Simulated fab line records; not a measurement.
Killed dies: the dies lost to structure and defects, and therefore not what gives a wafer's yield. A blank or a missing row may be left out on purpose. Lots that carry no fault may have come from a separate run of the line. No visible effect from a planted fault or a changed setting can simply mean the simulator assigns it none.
Lot-split experiment | flow n5-finfet | route with 1938 steps; 7 lots, 39 wafers read

ON THE SPLIT
At N5_ZERO_LAYER_DEVELOP_10 (develop time 60 s), the setting develop-time-s was moved away from the recipe's 60 s on 15 of the 39 wafers read, by -56.6% to +54.3%. For the rest of the wafers, this setting stayed at what the recipe calls for.

BETWEEN THE SPLIT AND THE READING: the file shows 1 step in between
- N5_ZERO_LAYER_HARDBAKE_23: time 120 s

THE READING
cd-nm at N5_ZERO_LAYER_CD_MEAS_11, given in nm (cd target 2000 nm). Typical for fault-free wafers on this fab line: 2000.2 nm, with standard deviation 1.6 nm.

wafer  | tool, chamber at the split | develop-time-s as run, s | against the recipe | cd-nm, nm | against lot-mates on the recipe
L085.2 | litho-track-01, 0          | 60                       | recipe             | 2002.6    | -
L085.3 | litho-track-01, 0          | 60                       | recipe             | 1999.2    | -
L085.6 | litho-track-01, 0          | 60                       | recipe             | 2002.7    | -
L087.1 | litho-track-02, 0          | 60                       | recipe             | 2000.3    | -
L087.2 | litho-track-02, 0          | 26.02                    | -56.6%             | 1981.8    | -19.2
L087.3 | litho-track-02, 0          | 26.02                    | -56.6%             | 1984.5    | -16.5
L087.4 | litho-track-02, 0          | 60                       | recipe             | 2000.0    | -
L087.5 | litho-track-02, 0          | 60                       | recipe             | 2002.8    | -
L087.6 | litho-track-02, 0          | 26.02                    | -56.6%             | 1984.0    | -17.0
L088.1 | litho-track-03, 0          | 60                       | recipe             | 2000.5    | -
L088.2 | litho-track-03, 0          | 60                       | recipe             | 2002.0    | -
L088.3 | litho-track-03, 0          | 60                       | recipe             | 2000.2    | -
L088.4 | litho-track-03, 0          | 60                       | recipe             | 2000.7    | -
L088.5 | litho-track-03, 0          | 60                       | recipe             | 2001.8    | -
L088.6 | litho-track-03, 0          | 60                       | recipe             | 2001.3    | -
L089.1 | litho-track-03, 0          | 92.56                    | +54.3%             | 2008.7    | +9.1
L089.2 | litho-track-03, 0          | 60                       | recipe             | 1999.4    | -
L089.3 | litho-track-03, 0          | 92.56                    | +54.3%             | 2008.3    | +8.7
L089.4 | litho-track-03, 0          | 92.56                    | +54.3%             | 2007.0    | +7.4
L089.5 | litho-track-03, 0          | 60                       | recipe             | 1998.8    | -
L089.6 | litho-track-03, 0          | 60                       | recipe             | 2000.6    | -
L090.1 | litho-track-01, 0          | 49.09                    | -18.2%             | 1997.8    | -2.3
L090.2 | litho-track-01, 0          | 49.09                    | -18.2%             | 1997.2    | -2.9
L090.3 | litho-track-01, 0          | 60                       | recipe             | 2000.6    | -
L090.4 | litho-track-01, 0          | 49.09                    | -18.2%             | 1995.6    | -4.5
L090.5 | litho-track-01, 0          | 60                       | recipe             | 2000.5    | -
L090.6 | litho-track-01, 0          | 60                       | recipe             | 1999.1    | -
L093.1 | litho-track-02, 0          | 33.47                    | -44.2%             | 1986.8    | -12.1
L093.2 | litho-track-02, 0          | 33.47                    | -44.2%             | 1985.3    | -13.6
L093.3 | litho-track-02, 0          | 60                       | recipe             | 1997.7    | -
L093.4 | litho-track-02, 0          | 60                       | recipe             | 1998.8    | -
L093.5 | litho-track-02, 0          | 33.47                    | -44.2%             | 1988.2    | -10.7
L093.6 | litho-track-02, 0          | 60                       | recipe             | 2000.3    | -
L094.1 | litho-track-02, 0          | 60                       | recipe             | 1999.4    | -
L094.2 | litho-track-02, 0          | 60                       | recipe             | 1999.4    | -
L094.3 | litho-track-02, 0          | 39.27                    | -34.5%             | 1990.7    | -9.1
L094.4 | litho-track-02, 0          | 60                       | recipe             | 2000.6    | -
L094.5 | litho-track-02, 0          | 39.27                    | -34.5%             | 1990.2    | -9.6
L094.6 | litho-track-02, 0          | 39.27                    | -34.5%             | 1990.4    | -9.4

THE FIT
A straight line over all 39 wafers: cd-nm changes by +0.237 nm for each +1% of develop-time-s; r = +0.95; the points scatter about the line by 2.2 nm.
The same after taking each lot's own level away (the mean of its wafers on the recipe; 39 wafers): +0.238 nm for each +1%; r = +0.96; scatter 1.9 nm.
That fit puts the effect of the largest move of develop-time-s on the reading at 13 nm.
The span of the lots' own levels, 1998.93 to 2001.50 nm, comes to 1.6 times the standard deviation stated above.
The two slopes agree, so the slope changes little with the lot-to-lot level.
Check: for one of the wafers moved furthest among these (-56.6%), held out of the fit, the line's prediction against its lot-mates is -13.6 nm. It came out at -19.2 nm against them.

THE WHOLE CHAIN: every reading that the file lists as answering this split, in the file's order
step                     | what it does             | reading                                                           | change (the file's fit)               | r (the file's)
N5_ZERO_LAYER_CD_MEAS_11 | target cd 2000 nm        | cd-nm                                                             | +0.246 nm for each +1% of the setting | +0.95
N5_ZERO_LAYER_DESCUM_16  | chemistry O2, time 7.9 s | ZERO_LAYER.cd-nm (the simulator's own value, which no gauge read) | +0.247 nm for each +1% of the setting | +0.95

FILE'S OWN FIT
cd-nm changes by +0.246 nm for each +1% of develop-time-s, r = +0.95.
